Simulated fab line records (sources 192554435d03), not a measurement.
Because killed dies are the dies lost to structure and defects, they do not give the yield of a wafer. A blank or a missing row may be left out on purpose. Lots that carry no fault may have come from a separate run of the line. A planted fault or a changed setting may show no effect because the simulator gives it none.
Which tool is to blame? | flow n5_finfet | 11 lots, 31 wafers sampled, at 1 step of a route of 1938

WHAT EACH GAUGE READ, for each wafer
N5_MOL_CONTACT_COAG_OVL_MEAS_41. Usual: VD_OVL gives 0.0 nm (standard deviation 0.75).
lot  | measured     | on         | VD_OVL (nm)    | flag
L482 | day 5 10:06  | overlay-01 | 0.9 1.1 0.5    |
L484 | day 5 18:27  | overlay-02 | 0.7 0.6 -0.2   |
L486 | day 6 07:49  | overlay-02 | 0.0 0.4 0.0    |
L489 | day 6 23:52  | overlay-01 | 0.9 0.5 0.3    |
L493 | day 8 06:22  | overlay-01 | -0.5 -0.4 -0.7 |
L494 | day 8 08:29  | overlay-02 | -0.4 -0.7      |
L495 | day 8 13:32  | overlay-02 | 1.4 1.1        |
L497 | day 8 21:33  | overlay-01 | -1.0 -1.0 -1.1 |
L498 | day 9 04:38  | overlay-01 | 0.7 1.6 0.7    |
L504 | day 10 20:40 | overlay-02 | 0.0 0.5 0.0    |
L505 | day 10 21:19 | overlay-01 | 0.3 -1.2 -1.4  |

WHICH TOOL RAN EACH LOT (tool, then ch and the chambers of the sampled wafers, then the start)
The record shows no process step preceding these readings.

AS READ BY THE TOOLS THEMSELVES (means over the sampled wafers that have a number; for cases with no such wafer, the mark the record gives instead)
The record holds no such reading with a usual standard deviation.

THE ANSWER, worked out from the rows above alone
Rule: lot off if the mean of its wafers having a number is beyond 3 standard deviations from the usual mean. A lot without any number at a reading at which 4 lots or more have one is off too. Where the step has rows for the other lots, those lots are counted as sound. First the gauges in route order, then the tools' own readings, where a lot's mean is used as printed above. The first step at which some lot is off is used, and at that step the reading that is off furthest; a lot without a number counts as furthest.
Across all readings shown, no lot is off: no conclusion can be drawn from this.

WHAT THE SIMULATOR HAD PUT IN
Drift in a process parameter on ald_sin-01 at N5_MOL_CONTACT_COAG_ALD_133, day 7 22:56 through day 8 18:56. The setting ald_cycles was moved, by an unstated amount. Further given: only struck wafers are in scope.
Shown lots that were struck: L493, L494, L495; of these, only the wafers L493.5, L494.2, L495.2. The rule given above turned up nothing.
